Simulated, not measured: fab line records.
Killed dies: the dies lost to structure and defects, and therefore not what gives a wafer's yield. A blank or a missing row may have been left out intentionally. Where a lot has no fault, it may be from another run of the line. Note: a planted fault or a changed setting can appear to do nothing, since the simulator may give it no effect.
Check of tool commonality | flow nand_harc | 1 lot, 3 wafers sampled

## REASON IT WAS OPENED
At NHARC_END_SORT_01 the reading killed_at_periphery is flagged on 1 of 1 lot. Fault-free wafers read 3.9, with a standard deviation of 2.6.
Rule: a lot is flagged when every wafer of it that has a number lies more than 4 standard deviations from that mean, or none has a number. The other lots count as sound.

lot  | measured     | on        | killed_at_periphery, wafer by wafer | flag
L844 | day 21 16:19 | prober-01 | 654 643 653                         | FLAGGED
Flagged lots average 650.0: +646.1 relative to the usual, that is +99 or more standard deviations.

## EACH LOT AND THE TOOL IT RAN ON
Before the reading, the record contains 3 process steps out of a 1159-step route. Cell contents, in order: the tool; ch with the chambers the sampled wafers went through; the start.
lot  | flag    | NHARC_P_ZERO_WELL_EXPOSE_21      | NHARC_P_STI_CMP_21 | NHARC_P_GATE_ETCH_32
L844 | FLAGGED | krf_scanner-03 ch 0, day 3 20:20 | no row             | no row
What these steps do:
- NHARC_P_ZERO_WELL_EXPOSE_21: exposes mask P NWELL, target cd 720 nm.
- NHARC_P_STI_CMP_21: polishes, t overpolish 20 s, target thk 380.67 nm.
- NHARC_P_GATE_ETCH_32: etches the open film in HBr/Cl2, target depth 150 nm, time 100.1 s.
- NHARC_END_SORT_01

## FLAGGED AGAINST TOTAL, ONE TOOL AT A TIME (gauges that did the reading follow at the end)
step                        | tool           | lots run | flagged | share of the flagged lots | sound lots run after its first flagged lot
NHARC_P_ZERO_WELL_EXPOSE_21 | krf_scanner-03 | 1        | 1       | all                       | 0
NHARC_END_SORT_01           | prober-01      | 1        | 1       | all                       | 0

## WHAT THE TABLE PERMITS
2 rows of the table ran every flagged lot: krf_scanner-03 at NHARC_P_ZERO_WELL_EXPOSE_21, prober-01 at NHARC_END_SORT_01.
- krf_scanner-03 at NHARC_P_ZERO_WELL_EXPOSE_21: 1 of its 1 lot flagged. The start can't be narrowed down: in this sample, it ran no sound lot prior to its first flagged lot.
- prober-01 at NHARC_END_SORT_01: 1 of its 1 lot flagged. The start can't be narrowed down: in this sample, it ran no sound lot prior to its first flagged lot.
These 2 tools cannot be told apart by counting lots, since each of them fits a fault that started at some hour. More lots, or a look at what each step does to the wafer, might.

## WHAT THE SIMULATOR PUT IN
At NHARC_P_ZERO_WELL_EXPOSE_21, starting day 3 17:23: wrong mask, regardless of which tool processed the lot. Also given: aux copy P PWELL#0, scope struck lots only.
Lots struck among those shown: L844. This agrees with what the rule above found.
